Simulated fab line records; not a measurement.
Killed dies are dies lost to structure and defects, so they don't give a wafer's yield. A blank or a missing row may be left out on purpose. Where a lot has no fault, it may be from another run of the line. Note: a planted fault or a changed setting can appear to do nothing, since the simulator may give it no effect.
fab line records    flow nand-harc
[record] lots = 14  wafers = 42  last-day = 24
route steps=1159 shown A_CONTACT@924 END@1159
lots untouched by any fault: they come from a run of this same line in which no faults occurred
start-h: start of the lot's first displayed wafer, in hours after the record's first day    wait-h: time in hours since the lot's previous step    " the same as in the row above    L1.1+2: a row that stands for several wafers    - no value, or no start was given    * or withheld: withheld    < > ~ a bound
route shown NAME@n: names a module that has steps shown in the file, with the first one's number in the route    usual: mean/standard deviation of fault-free wafers    same: alike in all rows    chamber/n: place in a boat    sites: readings site by site    _std_site: standard deviation of those values    _edge_site: mean of outer sites minus mean of inner sites    radius-mm: how far each site lies from the wafer's centre    mask NAME#n: copy n    behind: tool/chamber where the wafer was last shaped    hold: why the lot was held/for how many hours/how that ended    device: whichever transistor did not switch (one of n, p or np)    end of line: tests run on the same wafers once the route is complete    step lacking rows: just its recipe    killed: at the first sort, the dies lost to defects and structure; wafer yield is something else    map: dies across one wafer; x = killed, . = not, _ = none there
set.NAME: setting as actually run; set.NAME@STEP: the setting as run at that earlier step    model.NAME: the simulator's own value behind a step, which no gauge read
one table for each step of the route and one row for each wafer, over a sample of lots
services: a tool's chamber out of use, with start hour (start-h, from the record's first day; less than 0 if before it), hours out, and reason
[[steps]]
[step NHARC_A_CONTACT_DEP_85]
[recipe] target-thk-a = 500  target-thk-nm = 50  temp-c = 400  pressure-torr = 3.5  flow-sccm = 200  rf-w = 350  material = SiON
[usual] heater-power-w = 739/85
lot.wafer  tool      chamber  start-h  wait-h  heater-power-w
L114.2     pecvd-01  2        381.11   1.0     567
L114.1     "         1        "        "       710
L114.6     "         2        "        "       567
L113.1     pecvd-03  2        383.55   1.1     716
L113.2     "         1        "        "       747
L113.6     "         2        "        "       731
L117.2     pecvd-03  2        397.90   0.9     824
L117.1     "         0        "        "       601
L117.5     "         0        "        "       611
L115.1     pecvd-04  1        401.96   1.1     747
L115.4     "         2        "        "       827
L115.5     "         0        "        "       889
L118.3     pecvd-04  0        413.15   0.6     839
L118.5     "         0        "        "       827
L118.6     "         1        "        "       683
L124.1     pecvd-04  2        437.08   1.1     784
L124.6     "         0        "        "       824
L124.5     "         1        "        "       760
L126.1     pecvd-01  1        451.54   1.0     754
L126.3     "         2        "        "       647
L126.5     "         1        "        "       760
L125.2     pecvd-03  1        453.74   0.8     807
L125.1     "         2        "        "       763
L125.4     "         2        "        "       756
L128.4     pecvd-04  1        463.66   0.5     848
L128.6     "         2        "        "       799
L128.5     "         0        "        "       756
L127.2     pecvd-03  0        471.68   0.8     579
L127.4     "         0        "        "       583
L127.6     "         1        "        "       761
L129.2     pecvd-01  0        477.40   0.9     650
L129.4     "         1        "        "       651
L129.6     "         2        "        "       601
L134.3     pecvd-03  1        496.14   0.7     815
L134.5     "         0        "        "       625
L134.6     "         1        "        "       821
L136.1     pecvd-01  0        509.29   1.0     719
L136.2     "         2        "        "       647
L136.6     "         1        "        "       706
L135.1     pecvd-04  2        515.05   1.1     725
L135.6     "         1        "        "       750
L135.4     "         2        "        "       757
[step NHARC_A_CONTACT_ETCH_30]
[recipe] target-depth-a = 605  time-s = 30.2  cf4-flow-sccm = 100  chf3-flow-sccm = 30  ar-flow-sccm = 0  rf-w = 500  bias-w = 200  chemistry = CF4/CHF3
[usual] drypump-motor-current-A = 5.7/0.4  oes-product-au = 0.932/0.02  rf-vpp-V = 369.7/1.9  showerhead-plenum-p-Torr = 1.55/0.055  throttle-valve-pct = 16.801/0.01
lot.wafer  tool         chamber  start-h  wait-h  drypump-motor-current-A  oes-product-au  rf-hours-counter-h  rf-vpp-V  showerhead-plenum-p-Torr  throttle-valve-pct
L114.1     rie-diel-06  1        383.78   -       5.8                      0.902           50                  373.0     1.62                      16.807
L114.2     "            3        "        "       6.1                      0.928           47                  372.1     1.63                      16.795
L114.6     "            1        "        "       5.8                      0.919           -                   372.0     1.62                      16.793
L113.1     rie-diel-03  1        385.09   -       5.7                      0.919           32                  370.9     1.60                      16.802
L113.2     "            2        "        "       5.3                      0.924           31                  368.0     1.49                      16.800
L113.6     "            1        "        "       5.7                      0.918           -                   372.1     1.60                      16.809
L117.1     rie-diel-06  1        399.53   -       5.8                      0.922           56                  370.1     1.62                      16.827
L117.2     "            2        "        "       6.2                      0.921           53                  371.7     1.60                      16.801
L117.5     "            1        "        "       5.8                      0.904           -                   372.5     1.62                      16.801
L115.1     rie-diel-03  0        403.57   -       6.3                      0.928           0                   368.4     1.52                      16.814
L115.5     "            0        "        "       6.3                      0.929           -                   368.7     1.52                      16.794
L115.4     "            1        "        "       5.7                      0.931           -                   370.2     1.60                      16.800
L118.3     rie-diel-03  2        414.71   -       5.3                      1.003           2                   371.1     1.49                      16.810
L118.6     "            2        "        "       5.3                      0.996           -                   368.0     1.49                      16.782
L118.5     "            3        "        "       5.6                      0.970           -                   367.5     1.47                      16.802
L124.1     rie-diel-03  0        438.50   -       6.2                      0.917           8                   370.1     1.52                      16.809
L124.6     "            0        "        "       6.2                      0.921           -                   368.3     1.52                      16.798
L124.5     "            1        "        "       5.7                      0.921           -                   371.5     1.60                      16.799
L126.3     rie-diel-03  1        452.98   -       5.7                      0.916           12                  371.5     1.60                      16.799
L126.1     "            2        "        "       5.3                      0.814           10                  367.6     1.49                      16.797
L126.5     "            3        "        "       5.5                      0.925           -                   366.7     1.46                      16.823
L125.4     rie-diel-12  2        455.18   -       5.4                      0.927           21                  370.7     1.56                      16.804
L125.1     "            0        "        "       5.8                      0.931           25                  370.1     1.55                      16.802
L125.2     "            1        "        "       6.0                      0.912           27                  372.0     1.62                      16.782
L128.4     rie-diel-03  2        465.05   -       5.3                      0.925           14                  366.8     1.48                      16.799
L128.5     "            2        "        "       5.3                      0.932           -                   367.7     1.48                      16.792
L128.6     "            3        "        "       5.6                      0.832           -                   366.6     1.46                      16.797
L127.4     rie-diel-06  1        473.36   -       5.9                      0.930           15                  371.9     1.61                      16.803
L127.2     "            0        "        "       5.2                      0.940           15                  369.7     1.53                      16.785
L127.6     "            1        "        "       5.9                      0.935           -                   372.1     1.61                      16.809
L129.4     rie-diel-03  1        478.86   -       5.8                      0.911           17                  370.7     1.60                      16.804
L129.2     "            2        "        "       5.3                      0.816           17                  367.6     1.48                      16.796
L129.6     "            1        "        "       5.7                      0.814           -                   372.5     1.60                      16.788
L134.3     rie-diel-12  1        497.58   -       6.0                      0.964           41                  369.7     1.61                      16.797
L134.6     "            1        "        "       6.0                      0.955           -                   372.7     1.61                      16.793
L134.5     "            2        "        "       5.4                      0.979           -                   369.4     1.55                      16.795
L136.1     rie-diel-12  3        510.72   -       4.7                      0.923           48                  368.7     1.51                      16.801
L136.2     "            2        "        "       5.4                      0.932           44                  372.3     1.55                      16.801
L136.6     "            3        "        "       4.7                      0.923           -                   367.6     1.51                      16.776
L135.1     rie-diel-06  0        516.33   -       5.2                      0.935           28                  366.7     1.53                      16.804
L135.4     "            2        "        "       6.2                      0.939           30                  370.6     1.59                      16.807
L135.6     "            3        "        "       6.1                      0.926           -                   372.0     1.62                      16.800
[step NHARC_A_CONTACT_ETCH_134]
[recipe] source-w = withheld  pressure-mtorr = 20  bias-v = withheld  time-s = 140  target-depth-a = 7000  ar-flow-sccm = withheld  c4f8-flow-sccm = withheld  o2-flow-sccm = withheld  chemistry = C4F8/O2/Ar
lot.wafer  tool             chamber  start-h  wait-h  rf-hours-counter-h
L114.1     har-cap-etch-02  0        384.56   -       10
L114.2     "                1        "        "       10
L114.6     "                0        "        "       -
L113.2     har-cap-etch-02  1        385.56   -       10
L113.1     "                0        "        "       10
L113.6     "                1        "        "       -
L117.2     har-cap-etch-03  0        400.02   -       86
L117.1     "                1        "        "       86
L117.5     "                0        "        "       -
L115.1     har-cap-etch-01  1        404.22   -       65
L115.4     "                1        "        "       -
L115.5     "                0        "        "       -
L118.3     har-cap-etch-03  0        415.29   -       -
L118.6     "                1        "        "       -
L118.5     "                0        "        "       -
L124.1     har-cap-etch-01  0        439.00   -       71
L124.5     "                1        "        "       -
L124.6     "                0        "        "       -
L126.1     har-cap-etch-02  0        453.43   -       23
L126.3     "                1        "        "       -
L126.5     "                0        "        "       -
L125.2     har-cap-etch-03  1        455.65   -       96
L125.1     "                0        "        "       96
L125.4     "                0        "        "       -
L128.4     har-cap-etch-02  0        465.62   -       -
L128.6     "                1        "        "       -
L128.5     "                0        "        "       -
L127.2     har-cap-etch-02  1        473.83   -       27
L127.4     "                1        "        "       -
L127.6     "                0        "        "       -
L129.2     har-cap-etch-01  0        479.47   -       80
L129.4     "                0        "        "       -
L129.6     "                0        "        "       -
L134.3     har-cap-etch-01  1        498.14   -       -
L134.5     "                0        "        "       -
L134.6     "                1        "        "       -
L136.1     har-cap-etch-03  1        511.19   -       107
L136.2     "                0        "        "       107
L136.6     "                0        "        "       -
L135.1     har-cap-etch-01  0        516.84   -       85
L135.4     "                1        "        "       -
L135.6     "                1        "        "       -
[step NHARC_A_CONTACT_CD_MEAS_15]
[usual] cd-nm = 90.2/0.66
lot.wafer  tool       chamber  start-h  wait-h  cd-nm
L114.1     cd-sem-01  -        385.87   -       89.7
L114.2     "          -        "        "       90.9
L114.6     "          -        "        "       90.2
L113.1     cd-sem-01  -        386.96   -       91.3
L113.2     "          -        "        "       91.3
L113.6     "          -        "        "       91.1
L117.1     cd-sem-01  -        401.34   -       90.3
L117.2     "          -        "        "       90.0
L117.5     "          -        "        "       89.6
L115.1     cd-sem-03  -        405.56   -       91.0
L115.4     "          -        "        "       89.6
L115.5     "          -        "        "       90.7
L118.3     cd-sem-01  -        416.64   -       90.4
L118.5     "          -        "        "       90.3
L118.6     "          -        "        "       89.7
L124.1     cd-sem-02  -        440.28   -       89.4
L124.5     "          -        "        "       88.8
L124.6     "          -        "        "       90.2
L126.1     cd-sem-02  -        454.79   -       89.1
L126.3     "          -        "        "       89.8
L126.5     "          -        "        "       89.6
L125.1     cd-sem-03  -        456.96   -       89.7
L125.2     "          -        "        "       90.4
L125.4     "          -        "        "       89.3
L128.4     cd-sem-02  -        466.84   -       89.4
L128.5     "          -        "        "       90.0
L128.6     "          -        "        "       89.5
L127.2     cd-sem-01  -        475.99   -       90.6
L127.4     "          -        "        "       91.3
L127.6     "          -        "        "       90.8
L129.2     cd-sem-03  -        481.16   -       89.0
L129.4     "          -        "        "       89.4
L129.6     "          -        "        "       89.3
L134.3     cd-sem-01  -        499.83   -       90.6
L134.5     "          -        "        "       91.1
L134.6     "          -        "        "       90.5
L136.1     cd-sem-03  -        512.50   -       90.6
L136.2     "          -        "        "       89.9
L136.6     "          -        "        "       91.0
L135.1     cd-sem-03  -        518.16   -       90.5
L135.4     "          -        "        "       89.8
L135.6     "          -        "        "       90.1
[step NHARC_END_SORT_01]
[recipe] temp-c = 25
[usual] killed-at-array = 29/8.4  killed-at-other = 0.7/1.2  killed-at-periphery = 3.8/2.1  killed-dies = 33/9  killed-open = 3.4/2  killed-short = 2.1/1.4
[same] gross-dies = 677
lot.wafer  tool       chamber  start-h  wait-h  killed-at-array  killed-at-other  killed-at-periphery  killed-dies  killed-open  killed-short
L129.2     prober-02  0        543.06   2.8     20               6                3                    29           4            0
L129.6     prober-02  0        546.22   4.0     26               1                5                    32           4            3
// killed by level:class
L129.2 A_CHANNEL_HOLE_D1:chamber-film-flake=6 A_WL_FILL:chamber-film-flake=4 THIN_TSV:chamber-film-flake=4 A_CONTACT:area-etch=4 A_CONTACT:chamber-film-flake=3 A_CHANNEL_FILL_D1:geometric-particle:open=2 HYBRID_BOND:chamber-film-flake=2 P_M0:geometric-particle:open=1
L129.6 A_CHANNEL_HOLE_D1:chamber-film-flake=7 A_CONTACT:area-etch=7 A_WL_FILL:chamber-film-flake=4 A_CONTACT:chamber-film-flake=3 A_ONON_D1:geometric-particle:short=2 A_CONTACT:geometric-particle:open=2 P_GATE:chamber-film-flake=2 P_M0:geometric-particle:short=1
[[services]]
tool             chamber  start-h  hours  kind
har-cap-etch-03  -        362.89   0.4    repair
rie-diel-03      1        368.54   -      consumable-replace:focus-ring
rie-diel-03      1        368.54   9.0    scheduled-down
rie-diel-03      1        368.54   9.0    vent-cycle
rie-diel-03      0        372.07   -      clean
rie-diel-03      2        372.07   -      clean
rie-diel-03      3        372.07   -      clean
rie-diel-12      2        373.74   7.6    repair
pecvd-04         -        376.56   13.0   pm
rie-diel-12      -        379.46   9.0    pm
rie-diel-06      2        381.35   7.2    repair
pecvd-03         0        383.30   13.1   repair
rie-diel-03      -        392.33   9.0    pm
rie-diel-03      0        392.33   9.0    vent-cycle
rie-diel-06      3        412.97   5.3    repair
rie-diel-06      0        415.46   5.6    repair
pecvd-01         -        418.19   13.0   pm
rie-diel-06      -        418.30   9.0    pm
rie-diel-12      2        429.66   12.4   repair
pecvd-03         -        450.68   0.5    repair
rie-diel-03      -        458.90   0.2    repair
rie-diel-12      0        470.14   6.4    repair
pecvd-03         -        473.62   13.0   pm
rie-diel-12      1        473.86   5.9    repair
[[key]]
[first-sign] step = NHARC_A_CONTACT_ETCH_30  reading = oes-product-au  direction = down  sigmas = 5.7  usual = 0.932  struck = 0.819
effect none on later readings
met-at NHARC_A_CONTACT_ETCH_30
struck-lots L126,L128,L129
struck-wafers L126.1,L128.6,L129.2,L129.6
tester-left-out L126,L128,L129
not-acting-at NHARC_A_CONTACT_DEP_85,NHARC_A_CONTACT_ETCH_134,NHARC_A_CONTACT_CD_MEAS_15
onset-between 438.50 452.98
[fault] kind = process-parameter-drift  tool = rie-diel-03  chamber = -  onset-h = 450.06  steps = NHARC_A_CONTACT_ETCH_30  channel = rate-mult  offset = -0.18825  shape = step  end-h = 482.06  scope = struck-wafers-only
// tester-left-out: of these lots the tester's yield and bins aren't shown, on N5 and GAA mostly nor the transistor test; their killed dies are dies lost to structure and defects alone, not to doping, threshold or leakage, so they don't give the yield
